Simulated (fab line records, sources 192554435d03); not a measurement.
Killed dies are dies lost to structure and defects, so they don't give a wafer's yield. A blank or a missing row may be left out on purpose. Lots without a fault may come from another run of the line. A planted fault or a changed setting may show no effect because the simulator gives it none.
fab line records | flow n5_finfet
record lots=7 wafers=21
route steps=1938 shown BEOL_M9@1446 BEOL_M10@1513 BEOL_M11@1566 BEOL_M12@1637 BEOL_M13@1713
start_h: hours from the record's first day to the start of the lot's first wafer shown | wait_h: hours since the lot's step before | " the same as in the row above | L1.1+2: a row that stands for several wafers | - no value, or no start given | * or withheld: withheld | < > ~ a bound
route shown NAME@n: a module of which the file shows steps, and the number in the route of the first | usual: mean/standard deviation of fault-free wafers | same: alike in all rows | chamber/n: place in a boat | sites: the reading at each site | _std_site: their standard deviation | _edge_site: outer sites' mean less inner sites' | radius_mm: how far each site lies from the wafer's centre | mask NAME#n: copy n | behind: the tool/chamber that last shaped the wafer | hold: why the lot was held/for how many hours/how that ended | device: the transistor (n, p or np) that didn't switch | end of line: the same wafers' tests at the end of the route | a step without rows: its recipe alone | killed: dies lost to structure and defects at the first sort, not the wafer's yield | map: a wafer's dies, x killed, . not, _ none there
set.NAME: the setting as run; set.NAME@STEP: as run at that earlier step | model.NAME: the simulator's own value behind a step, which no gauge read
lots whose settings were changed on purpose; a table a step, a row a wafer
## steps
# step N5_BEOL_M9_TRENCH_ETCH_37
# recipe chemistry=C4F6/O2 target_depth_a=1514.3 target=SiCOH_lowk time_s=49 ion_energy_ev=250 pressure_mtorr=30 source_w=345 bias_w=185 Ar_flow_sccm=300 C4F6_flow_sccm=10 O2_flow_sccm=10
# usual rf_vpp_V=659/14
# columns lot.wafer tool chamber start_h wait_h set.bias_w rf_vpp_V
L080.2 rie_diel-06 1 - - 185 660
L080.3 " 0 " " 170.6 608
L080.4 " 2 " " 170.6 594
L078.2 rie_diel-06 1 - - 199.5 698
L078.4 " 2 " " 185 634
L078.5 " 0 " " 199.5 687
L083.1 rie_diel-02 2 - - 185 651
L083.3 " 0 " " 185 652
L083.6 " 3 " " 171.2 640
L086.1 rie_diel-06 1 - - 166.8 607
L086.5 " 3 " " 166.8 624
L086.6 " 0 " " 185 648
L089.1 rie_diel-06 0 - - 185 648
L089.3 " 2 " " 185 634
L089.6 " 0 " " 185 648
L094.2 rie_diel-06 1 - - 159.5 586
L094.4 " 2 " " 185 634
L094.6 " 2 " " 159.5 563
L092.2 rie_diel-06 2 - - 185 635
L092.3 " 0 " " 185 647
L092.6 " 1 " " 185 658
# step N5_BEOL_M9_ETCH_41
# recipe chemistry=CH3F/O2 target=SiCN target_depth_a=366 taper_deg=2 time_s=70.1 ion_energy_ev=120 mask_material=TiN pressure_mtorr=30 source_w=395 bias_w=75 Ar_flow_sccm=150 CH3F_flow_sccm=30 O2_flow_sccm=20
# step N5_BEOL_M9_STRIP_80
# recipe chemistry=N2/H2 time_s=10 power_w=450 temp_c=40 pressure_mtorr=20 rf_frequency_hz=6e+07 bias_power_w=7 n2_flow_sccm=200 h2_flow_sccm=200
# step N5_BEOL_M9_HM_STRIP_39
# recipe chemistry=peroxide_tin_strip material=TiN target_depth_a=250 temp_c=50 time_s=158
# columns lot.wafer tool chamber start_h wait_h set.time_s@BEOL_M9_PECVD_70 model.SiO2_of_BEOL_M9_PECVD_70.thk_nm
L080.2 wet_bench-01 7 307.51 0.0 25.84 22.4
L080.3 " 1 " " 25.84 22.2
L080.4 " 6 " " 22.7 20
L078.2 wet_bench-03 4 325.97 0.0 22.7 19.4
L078.4 " 6 " " 22.7 20
L078.5 " 1 " " 21.57 19
L083.1 wet_bench-01 5 328.90 0.0 25.3 21
L083.3 " 3 " " 25.3 21.8
L083.6 " 2 " " 22.7 20
L086.1 wet_bench-03 7 345.93 0.0 24.11 20.8
L086.5 " 0 " " 22.7 20
L086.6 " 3 " " 22.7 20.2
L089.1 wet_bench-04 5 363.21 0.0 19.32 17
L089.3 " 0 " " 19.32 16.8
L089.6 " 1 " " 22.7 20.2
L094.2 wet_bench-03 3 398.86 0.0 25.43 22.4
L094.4 " 1 " " 22.7 20
L094.6 " 4 " " 25.43 22.2
L092.2 wet_bench-03 6 404.77 0.0 22.7 20
L092.3 " 1 " " 22.7 18.8
L092.6 " 2 " " 22.7 19.4
# step N5_BEOL_M10_ETCH_41
# recipe chemistry=CH3F/O2 target=SiCN target_depth_a=426 taper_deg=2 time_s=86 ion_energy_ev=120 mask_material=TiN pressure_mtorr=30 source_w=395 bias_w=75 Ar_flow_sccm=150 CH3F_flow_sccm=30 O2_flow_sccm=20
# usual rf_vpp_V=297.3/1.3
# columns lot.wafer tool chamber start_h wait_h set.source_w rf_vpp_V
L080.2 rie_diel-05 2 - - 395 296.6
L080.3 " 3 " " 395 295.9
L080.4 " 1 " " 395 296.7
L083.1 rie_diel-04 1 - - 395 297.8
L083.3 " 3 " " 395 298.5
L083.6 " 1 " " 395 298.1
L078.2 rie_diel-01 1 - - 395 298.3
L078.4 " 0 " " 395 297.9
L078.5 " 2 " " 328.6 319.1
L086.1 rie_diel-01 3 - - 395 295.8
L086.5 " 1 " " 337.3 314.4
L086.6 " 2 " " 395 298.3
L089.1 rie_diel-04 3 - - 395 297.8
L089.3 " 0 " " 395 296.4
L089.6 " 0 " " 395 297.0
L094.2 rie_diel-05 1 - - 395 295.4
L094.4 " 3 " " 428.1 288.3
L094.6 " 3 " " 428.1 288.8
L092.2 rie_diel-05 1 - - 395 297.2
L092.3 " 0 " " 395 297.1
L092.6 " 3 " " 395 296.3
# step N5_BEOL_M11_PEB_26
# recipe peb_temp_c=withheld peb_time_s=60 resist=CAR-ArF
# columns lot.wafer tool chamber start_h wait_h set.peb_time_s
L080.2+4 litho_track-04 0 325.17 0.1 68.5
L080.3 " 0 " " 60
L083.1 litho_track-01 0 340.95 0.1 49.13
L083.3+6 " 0 " " 60
L078.2 litho_track-01 0 345.42 0.1 49.22
L078.4+5 " 0 " " 60
L086.1+5+6 litho_track-01 0 362.64 0.1 69.33
L089.1+3+6 litho_track-01 0 378.03 0.1 60
L094.2+4 litho_track-01 0 418.44 0.1 60
L094.6 " 0 " " 47.78
L092.2+3+6 litho_track-05 0 421.92 0.1 60
# step N5_BEOL_M11_DEVELOP_27
# recipe develop_time_s=30 developer=TMAH resist=CAR-ArF rinse_liquid=diw dry=air_spin dev_temp_c=23
# step N5_BEOL_M11_CD_MEAS_28
# recipe target_cd_nm=70 landing_energy_ev=500 detector=se_inlens polarity=opening
# usual cd_nm=69.5/1.1
# columns lot.wafer tool chamber start_h wait_h set.peb_time_s@BEOL_M11_PEB_26 cd_nm
L080.2 cd_sem-03 0 325.24 - 68.5 74.8
L080.3 " 0 " " 60 69.4
L080.4 " 0 " " 68.5 74.0
L083.1 cd_sem-01 0 341.01 - 49.13 58.7
L083.3 " 0 " " 60 69.4
L083.6 " 0 " " 60 68.9
L078.2 cd_sem-01 0 345.49 - 49.22 61.2
L078.4 " 0 " " 60 69.5
L078.5 " 0 " " 60 67.7
L086.1 cd_sem-01 0 362.71 - 69.33 75.4
L086.5 " 0 " " 69.33 73.8
L086.6 " 0 " " 69.33 75.5
L089.1 cd_sem-01 0 378.10 - 60 70.4
L089.3 " 0 " " 60 69.5
L089.6 " 0 " " 60 69.8
L094.2 cd_sem-02 0 418.51 - 60 68.0
L094.4 " 0 " " 60 67.9
L094.6 " 0 " " 47.78 57.1
L092.2 cd_sem-01 0 421.98 - 60 69.5
L092.3 " 0 " " 60 71.2
L092.6 " 0 " " 60 70.4
# step N5_BEOL_M11_TRENCH_ETCH_37
# recipe chemistry=C4F6/O2 target_depth_a=1488.3 target=SiCOH_lowk time_s=48 ion_energy_ev=250 pressure_mtorr=30 source_w=345 bias_w=185 Ar_flow_sccm=300 C4F6_flow_sccm=10 O2_flow_sccm=10
# columns lot.wafer tool chamber start_h wait_h set.time_s model.BEOL_M11.feature_depth_nm model.etch.depth_nm
L080.2 rie_diel-02 3 - - 48 150.2 150.3
L080.3 " 1 " " 44.48 139 139.1
L080.4 " 2 " " 48 149.8 149.8
L083.1 rie_diel-03 3 - - 48 150.4 150.5
L083.3 " 0 " " 52.76 176.2 176.1
L083.6 " 0 " " 48 159.6 159.6
L078.2 rie_diel-03 2 - - 48 151.6 151.6
L078.4 " 3 " " 48 151 150.9
L078.5 " 2 " " 48 150.8 150.8
L086.1 rie_diel-03 3 - - 58.1 185 184.9
L086.5 " 0 " " 48 162.4 162.3
L086.6 " 3 " " 48 153.2 153.2
L089.1 rie_diel-06 3 - - 44.81 139.6 139.6
L089.3 " 2 " " 48 147.8 147.8
L089.6 " 0 " " 44.81 139.8 139.8
L094.2 rie_diel-02 1 - - 44.72 138.8 138.8
L094.4 " 3 " " 48 148 148.1
L094.6 " 0 " " 48 151 151.1
L092.2 rie_diel-03 2 - - 48 150.2 150.2
L092.3 " 1 " " 48 151.2 151.3
L092.6 " 2 " " 48 151.4 151.4
# step N5_BEOL_M11_ETCH_41
# recipe chemistry=CH3F/O2 target=SiCN target_depth_a=426 taper_deg=2 time_s=86 ion_energy_ev=120 mask_material=TiN pressure_mtorr=30 source_w=395 bias_w=75 Ar_flow_sccm=150 CH3F_flow_sccm=30 O2_flow_sccm=20
# step N5_BEOL_M11_STRIP_77
# recipe chemistry=N2/H2 time_s=10 power_w=450 temp_c=40 pressure_mtorr=20 rf_frequency_hz=6e+07 bias_power_w=7 n2_flow_sccm=200 h2_flow_sccm=200
# step N5_BEOL_M11_OCD_MEAS_38
# usual trench_depth_nm=151/3.4
# columns lot.wafer tool chamber start_h wait_h set.time_s@BEOL_M11_TRENCH_ETCH_37 trench_depth_nm
L080.2 ocd-02 - 325.96 - 48 150
L080.3 " - " " 44.48 139
L080.4 " - " " 48 150
L083.1 ocd-02 - 341.91 - 48 151
L083.3 " - " " 52.76 176
L083.6 " - " " 48 159
L078.2 ocd-01 - 346.07 - 48 151
L078.4 " - " " 48 151
L078.5 " - " " 48 151
L086.1 ocd-02 - 363.48 - 58.1 185
L086.5 " - " " 48 162
L086.6 " - " " 48 153
L089.1 ocd-01 - 378.70 - 44.81 140
L089.3 " - " " 48 148
L089.6 " - " " 44.81 140
L094.2 ocd-02 - 419.09 - 44.72 139
L094.4 " - " " 48 148
L094.6 " - " " 48 152
L092.2 ocd-02 - 422.86 - 48 150
L092.3 " - " " 48 151
L092.6 " - " " 48 152
# step N5_BEOL_M11_HM_STRIP_39
# recipe chemistry=peroxide_tin_strip material=TiN target_depth_a=250 temp_c=50 time_s=158
# step N5_BEOL_M11_SRD_40
# recipe time_s=30 temp_c=23 rinse_liquid=diw dry=ipa_marangoni
# step N5_BEOL_M11_ECD_50
# recipe material=Cu target_thk_a=3180
# step N5_BEOL_M11_ANNEAL_51
# recipe temp_c=225 time_s=90 ambient=N2
# step N5_BEOL_M11_CMP_52
# recipe stop_on=SiCOH_lowk t_overpolish_s=7 down_force_psi=1 platen_rpm=50 clearing_platen_down_force_psi=1.5 clearing_platen_rpm=50 post_cmp_clean=cu_alkaline target_thk_nm=140 clearing_platen_pad_velocity_m_s=0.99484 pad_velocity_m_s=0.99484
# columns lot.wafer tool chamber start_h wait_h set.time_s@BEOL_M11_TRENCH_ETCH_37 model.Cu_of_BEOL_M11_ECD_50.thk_nm
L080.4 cmp-03 0 328.38 0.2 48 142.6
L080.2 " 1 " " 48 141.8
L080.3 " 2 " " 44.48 131.8
L083.1 cmp-02 0 344.55 0.3 48 142
L083.3 " 1 " " 52.76 167.2
L083.6 " 0 " " 48 151.6
L078.4+5 cmp-02 2,3 348.21 0.1 48 141.8
L078.2 " 0 " " 48 143.4
L086.1 cmp-02 3 365.93 0.3 58.1 175.2
L086.5 " 1 " " 48 153
L086.6 " 2 " " 48 142.8
L089.3 cmp-02 2 381.23 0.2 48 137.8
L089.1 " 1 " " 44.81 131
L089.6 " 2 " " 44.81 129
L094.4 cmp-03 3 422.40 0.1 48 143
L094.2 " 0 " " 44.72 132.2
L094.6 " 0 " " 48 145.2
L092.2 cmp-03 0 426.28 0.2 48 143
L092.3 " 2 " " 48 144.4
L092.6 " 0 " " 48 143.8
# step N5_BEOL_M12_ETCH_68
# recipe chemistry=N2/H2 target=SOC mask_material=SiARC source_w=3000 bias_w=350 temp_c=40 time_s=285 ion_energy_ev=200 pressure_mtorr=30 n2_flow_sccm=200 h2_flow_sccm=200
# columns lot.wafer tool chamber start_h wait_h set.time_s model.SiARC_of_BEOL_M12_COAT_66.thk_nm
L080.2 rie_diel-04 2 330.73 0.1 285 86
L080.3 " 3 " " 285 85
L080.4 " 0 " " 232.6 90
L083.1 rie_diel-01 2 347.92 0.1 285 85.6
L083.3 " 1 " " 285 86.4
L083.6 " 1 " " 285 86.2
L078.2 rie_diel-04 1 350.42 0.1 285 85.6
L078.4 " 3 " " 285 84.8
L078.5 " 0 " " 285 85.4
L086.1+5 rie_diel-05 1,2 368.10 0.1 237.1 90
L086.6 " 1 " " 285 85.8
L089.1 rie_diel-04 2 383.49 0.1 285 85.8
L089.3 " 1 " " 285 85.6
L089.6 " 1 " " 285 85.4
L094.2 rie_diel-04 2 424.51 0.1 285 86
L094.4 " 3 " " 285 85
L094.6 " 1 " " 285 85.6
L092.2 rie_diel-04 2 428.59 0.1 285 86
L092.3 " 0 " " 285 85.2
L092.6 " 3 " " 285 85.4
# step N5_BEOL_M12_TRENCH_ETCH_34
# recipe chemistry=C4F8/O2/Ar target=SiOC target_depth_a=3189.5 mask_material=SOC pressure_mtorr=30 source_w=3000 bias_w=700 Ar_flow_sccm=400 C4F8_flow_sccm=15 O2_flow_sccm=8 he_inner_torr=15 he_outer_torr=30 time_s=125.5 ion_energy_ev=250
# columns lot.wafer tool chamber start_h wait_h set.time_s model.etch.depth_nm
L080.2 rie_diel-04 2 330.91 0.0 125.5 311.2
L080.3 " 3 " " 98.14 253.7
L080.4 " 0 " " 98.14 246.2
L083.1 rie_diel-01 2 348.10 0.0 110.7 282.6
L083.3 " 1 " " 110.7 270.4
L083.6 " 1 " " 125.5 307.1
L078.2 rie_diel-04 1 350.60 0.0 125.5 317.2
L078.4 " 3 " " 125.5 327.8
L078.5 " 0 " " 125.5 319.2
L086.1 rie_diel-05 1 368.28 0.0 125.5 315.8
L086.5 " 2 " " 139 348.8
L086.6 " 1 " " 139 352
L089.1 rie_diel-04 2 383.67 0.0 125.5 317.1
L089.3 " 1 " " 111 285.1
L089.6 " 1 " " 111 286
L094.2 rie_diel-04 2 424.69 0.0 125.5 310.4
L094.4 " 3 " " 125.5 324.8
L094.6 " 1 " " 125.5 322.2
L092.2 rie_diel-04 2 428.78 0.0 125.5 310.8
L092.3 " 0 " " 125.5 317.3
L092.6 " 3 " " 125.5 321.2
# step N5_BEOL_M12_STRIP_70
# recipe chemistry=C4F8/O2/Ar resist=SiARC rf_frequency_hz=6e+07
# step N5_BEOL_M12_OCD_MEAS_35
# usual trench_depth_nm=317/5.7
# columns lot.wafer tool chamber start_h wait_h set.time_s@BEOL_M12_TRENCH_ETCH_34 trench_depth_nm
L080.2 ocd-01 - 331.07 0.0 125.5 311
L080.3 " - " " 98.14 253
L080.4 " - " " 98.14 246
L083.1 ocd-01 - 348.26 0.0 110.7 283
L083.3 " - " " 110.7 270
L083.6 " - " " 125.5 307
L078.2 ocd-01 - 350.76 0.0 125.5 317
L078.4 " - " " 125.5 328
L078.5 " - " " 125.5 320
L086.1 ocd-02 - 368.43 0.0 125.5 316
L086.5 " - " " 139 348
L086.6 " - " " 139 352
L089.1 ocd-01 - 383.83 0.0 125.5 317
L089.3 " - " " 111 285
L089.6 " - " " 111 286
L094.2 ocd-02 - 424.84 0.0 125.5 311
L094.4 " - " " 125.5 325
L094.6 " - " " 125.5 323
L092.2 ocd-01 - 428.93 0.0 125.5 311
L092.3 " - " " 125.5 318
L092.6 " - " " 125.5 321
# step N5_BEOL_M12_STRIP_37
# recipe chemistry=N2/H2 power_w=1000 temp_c=250 h2_frac=0.65 overash_fraction=0.3 pressure_mtorr=withheld n2_flow_sccm=1750 h2_flow_sccm=3250
# step N5_BEOL_M12_ETCH_38
# recipe chemistry=CF4/N2 target=SiCN target_depth_a=687 taper_deg=2 time_s=73.4 ion_energy_ev=150 mask_material=SiO2 pressure_mtorr=40 source_w=430 bias_w=70 Ar_flow_sccm=100 cf4_flow_sccm=60 n2_flow_sccm=60
# step N5_BEOL_M12_ECD_47
# recipe material=Cu target_thk_a=7200
# step N5_BEOL_M12_ANNEAL_48
# recipe temp_c=225 time_s=90 ambient=N2
# step N5_BEOL_M12_CMP_49
# recipe stop_on=SiOC t_overpolish_s=20.6 down_force_psi=1 platen_rpm=50 clearing_platen_down_force_psi=1.5 clearing_platen_rpm=50 post_cmp_clean=cu_alkaline target_thk_nm=320 clearing_platen_pad_velocity_m_s=0.99484 pad_velocity_m_s=0.99484
# columns lot.wafer tool chamber start_h wait_h set.time_s@BEOL_M12_TRENCH_ETCH_34 model.Cu_of_BEOL_M12_ECD_47.thk_nm
L080.3 cmp-04 0 332.86 0.2 98.14 255.6
L080.4 " 1 " " 98.14 243.8
L080.2 " 2 " " 125.5 311.4
L083.1 cmp-01 3 351.02 0.3 110.7 285.8
L083.3 " 0 " " 110.7 275
L083.6 " 2 " " 125.5 309.8
L078.2 cmp-04 3 352.01 0.3 125.5 317.4
L078.4 " 0 " " 125.5 329
L078.5 " 2 " " 125.5 319.2
L086.1 cmp-03 0 369.91 0.3 125.5 318
L086.5 " 2 " " 139 351.2
L086.6 " 3 " " 139 353.6
L089.3 cmp-01 3 388.18 0.2 111 287.8
L089.1 " 0 " " 125.5 318.8
L089.6 " 0 " " 111 288
L094.2 cmp-04 3 427.12 0.2 125.5 311.4
L094.4 " 0 " " 125.5 325.8
L094.6 " 2 " " 125.5 323.6
L092.3 cmp-03 2 430.25 0.2 125.5 318.6
L092.2 " 0 " " 125.5 312.4
L092.6 " 3 " " 125.5 325
# step N5_BEOL_M12_THK_MEAS_50
# recipe thk_meas_gauge=xrf reads=Cu_of_BEOL_M12_ECD_47
# usual M12_THK=325/6.8
# columns lot.wafer tool chamber start_h wait_h set.time_s@BEOL_M12_TRENCH_ETCH_34 M12_THK[nm]
L080.2 film_metro-01 - 333.12 - 125.5 319
L080.3 " - " " 98.14 262
L080.4 " - " " 98.14 250
L083.1 film_metro-02 - 351.27 - 110.7 288
L083.3 " - " " 110.7 277
L083.6 " - " " 125.5 312
L078.2 film_metro-01 - 352.23 - 125.5 323
L078.4 " - " " 125.5 335
L078.5 " - " " 125.5 325
L086.1 film_metro-02 - 370.13 - 125.5 323
L086.5 " - " " 139 360
L086.6 " - " " 139 360
L089.1 film_metro-02 - 388.47 - 125.5 325
L089.3 " - " " 111 292
L089.6 " - " " 111 292
L094.2 film_metro-01 - 427.38 - 125.5 320
L094.4 " - " " 125.5 334
L094.6 " - " " 125.5 333
L092.2 film_metro-01 - 430.54 - 125.5 318
L092.3 " - " " 125.5 326
L092.6 " - " " 125.5 333
# step N5_BEOL_M12_PRE_CLEAN_52
# recipe gas=NH3 time_s=15 temp_c=withheld rf_power_w=300
# step N5_BEOL_M12_DEP_53
# recipe material=SiCN target_thk_a=300 temp_c=withheld precursor=3MS/NH3 pressure_torr=3 rf_w=675 time_s=10.5
# step N5_BEOL_M12_RS_MEAS_54
# recipe thk_meas_gauge=four-point-probe reads=Cu_of_BEOL_M12_ECD_47+Ta_of_BEOL_M12_SPUTTER_44+TaN_of_BEOL_M12_SPUTTER_43
# usual M12_RS=0.0603/0.0012
# columns lot.wafer tool chamber start_h wait_h set.time_s@BEOL_M12_TRENCH_ETCH_34 M12_RS[ohm/sq]
L080.2 film_metro-02 - 333.24 0.0 125.5 0.0619
L080.3 " - " " 98.14 0.0762
L080.4 " - " " 98.14 0.0801
L083.1 film_metro-01 - 351.40 0.0 110.7 0.0675
L083.3 " - " " 110.7 0.0706
L083.6 " - " " 125.5 0.0621
L078.2 film_metro-01 - 352.35 0.0 125.5 0.0605
L078.4 " - " " 125.5 0.0584
L078.5 " - " " 125.5 0.0602
L086.1 film_metro-01 - 370.25 0.0 125.5 0.0605
L086.5 " - " " 139 0.0544
L086.6 " - " " 139 0.0540
L089.1 film_metro-02 - 388.62 0.1 125.5 0.0604
L089.3 " - " " 111 0.0672
L089.6 " - " " 111 0.0671
L094.2 film_metro-02 - 427.51 0.0 125.5 0.0618
L094.4 " - " " 125.5 0.0589
L094.6 " - " " 125.5 0.0594
L092.2 film_metro-02 - 430.67 0.0 125.5 0.0616
L092.3 " - " " 125.5 0.0605
L092.6 " - " " 125.5 0.0591
# step N5_BEOL_M13_DEP_53
# recipe material=SiCN target_thk_a=500 temp_c=withheld precursor=3MS/NH3 pressure_torr=3 rf_w=675 time_s=17.8
# columns lot.wafer tool chamber start_h wait_h set.time_s model.SiCN_of_BEOL_M13_DEP_53.thk_nm
L080.2 pecvd-02 0 339.84 0.0 17.05 46
L080.3 " 2 " " 17.05 47.6
L080.4 " 1 " " 17.8 50.2
L078.2 pecvd-02 1 359.68 0.0 17.8 49.8
L078.4 " 1 " " 15.44 43.6
L078.5 " 2 " " 17.8 50.6
L083.1 pecvd-04 0 360.23 0.0 17.8 50.2
L083.3 " 1 " " 17.8 49
L083.6 " 2 " " 16.68 47.6
L086.1 pecvd-03 0 379.70 0.0 17.8 50
L086.5 " 1 " " 18.8 53.6
L086.6 " 2 " " 17.8 51
L089.1 pecvd-02 2 394.38 0.0 17.8 49.8
L089.3 " 0 " " 17.8 48.6
L089.6 " 2 " " 17.8 51.2
L094.2 pecvd-02 0 432.66 0.0 16.68 45.6
L094.4 " 2 " " 17.8 49.6
L094.6 " 1 " " 16.68 46.6
L092.2 pecvd-04 0 437.99 0.0 17.8 49.8
L092.3 " 0 " " 17.8 50.4
L092.6 " 0 " " 17.8 50.2
## key
split step=N5_BEOL_M9_TRENCH_ETCH_37 setting=bias_w stated=185 by=wafer
response step=N5_BEOL_M9_TRENCH_ETCH_37 reading=rf_vpp_V change=+4.6 per=1% r=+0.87
split step=N5_BEOL_M10_ETCH_41 setting=source_w stated=395 by=wafer
response step=N5_BEOL_M10_ETCH_41 reading=rf_vpp_V change=-1.17 per=1% r=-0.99
split step=N5_BEOL_M11_PEB_26 setting=peb_time_s stated=60 by=wafer
response step=N5_BEOL_M11_CD_MEAS_28 reading=cd_nm change=+0.484 per=1% r=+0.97
split step=N5_BEOL_M11_TRENCH_ETCH_37 setting=time_s stated=48 by=wafer
response step=N5_BEOL_M11_TRENCH_ETCH_37 reading=model.BEOL_M11.feature_depth_nm change=+1.44 per=1% r=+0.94
response step=N5_BEOL_M11_TRENCH_ETCH_37 reading=model.etch.depth_nm change=+1.44 per=1% r=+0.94
response step=N5_BEOL_M11_OCD_MEAS_38 reading=trench_depth_nm change=+1.45 per=1% r=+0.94
response step=N5_BEOL_M11_CMP_52 reading=model.Cu_of_BEOL_M11_ECD_50.thk_nm change=+1.44 per=1% r=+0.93
split step=N5_BEOL_M12_ETCH_68 setting=time_s stated=285 by=wafer
response step=N5_BEOL_M12_ETCH_68 reading=model.SiARC_of_BEOL_M12_COAT_66.thk_nm change=-0.247 per=1% r=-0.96
split step=N5_BEOL_M12_TRENCH_ETCH_34 setting=time_s stated=125.5 by=wafer
response step=N5_BEOL_M12_TRENCH_ETCH_34 reading=model.etch.depth_nm change=+2.82 per=1% r=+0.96
response step=N5_BEOL_M12_OCD_MEAS_35 reading=trench_depth_nm change=+2.8 per=1% r=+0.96
response step=N5_BEOL_M12_CMP_49 reading=model.Cu_of_BEOL_M12_ECD_47.thk_nm change=+2.8 per=1% r=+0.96
response step=N5_BEOL_M12_THK_MEAS_50 reading=M12_THK change=+2.91 per=1% r=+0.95
response step=N5_BEOL_M12_RS_MEAS_54 reading=M12_RS change=-0.000675 per=1% r=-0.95
split step=N5_BEOL_M13_DEP_53 setting=time_s stated=17.8 by=wafer
response step=N5_BEOL_M13_DEP_53 reading=model.SiCN_of_BEOL_M13_DEP_53.thk_nm change=+0.506 per=1% r=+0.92
split outside_this_file step=N5_BEOL_M9_PECVD_70 setting=time_s
# split outside_this_file: this setting was split too, and the file shows its column; the key of that split is in another file
